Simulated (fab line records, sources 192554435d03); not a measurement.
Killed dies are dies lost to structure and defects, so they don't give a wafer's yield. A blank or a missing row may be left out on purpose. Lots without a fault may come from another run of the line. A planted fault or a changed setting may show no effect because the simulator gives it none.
Chamber matching | flow n5_finfet | N5_BEOL_M2_ALD_84 on ald_metal-01: 4 sister chambers
The step deposits TaN, pulse time 2 s, purge time 3 s, co reactant purge time 2 s. 27 wafers are shown with their chamber, then 12 later ones without.

WAFERS WITH THEIR CHAMBER
wafer  | chamber | heater_power_w (W)
L074.1 | 1       | 397
L074.3 | 3       | 353
L074.5 | 1       | 387
L075.2 | 3       | 358
L075.4 | 1       | 406
L075.5 | 3       | 363
L076.4 | 1       | 396
L076.5 | 3       | 355
L076.6 | 2       | 378
L079.1 | 3       | 346
L079.3 | 2       | 369
L079.4 | 2       | 382
L082.1 | 2       | 375
L082.3 | 1       | 390
L082.6 | 2       | 365
L083.2 | 0       | 355
L083.3 | 3       | 364
L083.4 | 1       | 402
L085.1 | 3       | 342
L085.2 | 0       | 369
L085.6 | 0       | 355
L088.2 | 1       | 404
L088.5 | 2       | 369
L088.6 | 1       | 397
L091.1 | 3       | 346
L091.2 | 0       | 364
L091.3 | 1       | 404

SIGNATURES (means of the wafers above)
reading        | chamber 0 | chamber 1 | chamber 2 | chamber 3 | scatter within a chamber
heater_power_w | 360.75    | 398.11    | 373.00    | 353.38    | 7.11
Rule: a wafer's distance from a chamber is the root of the sum, over the readings, of the square of ((its reading less the chamber's mean) divided by the reading's scatter). The wafer belongs to the nearest chamber; if the next one is less than 2 further off, it can't be placed. The scatter: the root of (the sum of the squares of (reading less its chamber's mean) over the shown wafers, divided by (wafers less chambers)).

WAFERS WITHOUT THEIR CHAMBER
wafer  | heater_power_w (W)
L089.1 | 355
L089.2 | 359
L089.3 | 399
L094.1 | 375
L094.5 | 394
L094.6 | 372
L093.1 | 377
L093.4 | 347
L093.5 | 366
L096.3 | 348
L096.4 | 380
L096.6 | 377

WHICH CHAMBER EACH WENT THROUGH
wafer  | from the rows above          | in truth
L089.1 | can't be placed: 3 or 0      | 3
L089.2 | can't be placed: 0 or 3 or 2 | 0
L089.3 | 1                            | 1
L094.1 | can't be placed: 2 or 0      | 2
L094.5 | 1                            | 1
L094.6 | can't be placed: 2 or 0      | 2
L093.1 | can't be placed: 2 or 0      | 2
L093.4 | can't be placed: 3 or 0      | 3
L093.5 | can't be placed: 0 or 2 or 3 | 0
L096.3 | can't be placed: 3 or 0      | 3
L096.4 | can't be placed: 2 or 1 or 0 | 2
L096.6 | can't be placed: 2 or 0      | 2
Placed correctly: 2 of 12. Can't be placed from these rows: 10 (the true chamber is among the candidates in 10). Placed wrongly: 0.
